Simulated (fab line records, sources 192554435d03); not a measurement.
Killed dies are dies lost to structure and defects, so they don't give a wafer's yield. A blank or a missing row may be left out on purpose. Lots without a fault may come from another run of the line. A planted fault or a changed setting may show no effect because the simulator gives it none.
Split-lot experiment | flow n5_finfet | 7 lots, 21 wafers read, on a route of 1938 steps

THE SPLIT
At N5_GATE_CUT_EXPOSE_10 (exposes mask GATE CUT, target cd 20 nm), the setting dose_mj was moved away from the recipe's 43.25 on 8 of the 21 wafers read, by -6.9% to +2.2%. The other wafers ran this setting at the recipe's value.

FROM THE SPLIT TO THE READING: what the file shows between them, 2 steps
- N5_GATE_CUT_PEB_11: peb time 60 s
- N5_GATE_CUT_DEVELOP_12: develop time 30 s

THE READING
cd_nm, in nm, at N5_GATE_CUT_CD_MEAS_13 (target cd 20 nm). Fault-free wafers of this fab line usually give 19.89 nm, standard deviation 0.3 nm.

wafer  | tool, chamber at the split | dose_mj as run | against the recipe | cd_nm, nm | against lot-mates on the recipe
L074.2 | euv_scanner-01, 0          | 41.52          | -4.0%              | 18.96     | -1.28
L074.4 | euv_scanner-01, 0          | 41.52          | -4.0%              | 19.05     | -1.19
L074.6 | euv_scanner-01, 0          | 43.25          | recipe             | 20.24     | -
L078.1 | euv_scanner-02, 0          | 43.25          | recipe             | 19.73     | -
L078.2 | euv_scanner-02, 0          | 43.25          | recipe             | 19.76     | -
L078.3 | euv_scanner-02, 0          | 40.68          | -5.9%              | 18.19     | -1.55
L080.2 | euv_scanner-01, 0          | 43.25          | recipe             | 19.58     | -
L080.3 | euv_scanner-01, 0          | 43.25          | recipe             | 19.74     | -
L080.6 | euv_scanner-01, 0          | 41.8           | -3.4%              | 19.16     | -0.50
L089.1 | euv_scanner-01, 0          | 40.26          | -6.9%              | 17.84     | -1.84
L089.4 | euv_scanner-01, 0          | 43.25          | recipe             | 19.68     | -
L089.6 | euv_scanner-01, 0          | 40.26          | -6.9%              | 18.06     | -1.62
L093.3 | euv_scanner-02, 0          | 44.19          | +2.2%              | 20.47     | +0.79
L093.4 | euv_scanner-02, 0          | 44.19          | +2.2%              | 20.50     | +0.82
L093.6 | euv_scanner-02, 0          | 43.25          | recipe             | 19.68     | -
L094.1 | euv_scanner-02, 0          | 43.25          | recipe             | 19.64     | -
L094.3 | euv_scanner-02, 0          | 43.25          | recipe             | 19.95     | -
L094.4 | euv_scanner-02, 0          | 43.25          | recipe             | 19.61     | -
L095.1 | euv_scanner-01, 0          | 43.25          | recipe             | 20.34     | -
L095.4 | euv_scanner-01, 0          | 43.25          | recipe             | 19.82     | -
L095.5 | euv_scanner-01, 0          | 43.25          | recipe             | 20.75     | -

THE FIT
A straight line over all 21 wafers: cd_nm changes by +0.269 nm for each +1% of dose_mj; r = +0.93; the points scatter about the line by 0.29 nm.
The same after taking each lot's own level away (the mean of its wafers on the recipe; 21 wafers): +0.268 nm for each +1%; r = +0.96; scatter 0.21 nm.
On that fit, the largest move of dose_mj shifts the reading by 1.9 nm.
The lots' own levels span 19.660 to 20.303 nm, that is 2.1 times the standard deviation above.
So the lot-to-lot level changes the slope little: the two slopes agree.
Check: with one of the wafers moved furthest among these (-6.9%) left out of the fit, the line predicts -1.81 nm for it against its lot-mates. It came out at -1.84 nm against them.

OTHER SPLITS ON THESE WAFERS
These wafers also went through other splits before the reading. Each is held against what the fit with the lots' levels taken away leaves over:
other split on the same wafers | wafers away from the commonest value | r with cd_nm (lot level and that fit taken away)
N5_SD_EPI_P_COAT_34 spin_rpm   | 6                                    | -0.01
N5_SDB_COAT_05 spin_rpm        | 6                                    | -0.19
N5_HKMG_FIN_DESCUM_53 time_s   | 6                                    | +0.06
N5_HKMG_FIN_ETCH_55 bias_w     | 6                                    | +0.05
N5_HKMG_FIN_DESCUM_17 time_s   | 7                                    | -0.01
N5_GATE_CUT_COAT_07 spin_rpm   | 8                                    | -0.22

THE WHOLE CHAIN: every reading that the file lists as answering this split, in the file's order
step                   | what it does                                                | reading                                                         | change (the file's fit)               | r (the file's)
N5_GATE_CUT_CD_MEAS_13 | target cd 20 nm                                             | cd_nm                                                           | +0.257 nm for each +1% of the setting | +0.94
N5_GATE_CUT_DESCUM_18  | chemistry O2, time 7 s                                      | GATE_CUT.cd_nm (the simulator's own value, which no gauge read) | +0.211 nm for each +1% of the setting | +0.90
N5_GATE_CUT_ETCH_28    | etches underlayer in N2/H2, target depth 13 nm, time 10.4 s | GATE_CUT.cd_nm (the simulator's own value, which no gauge read) | +0.224 nm for each +1% of the setting | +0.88

THE FILE'S OWN FIT
cd_nm changes by +0.257 nm for each +1% of dose_mj, r = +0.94.
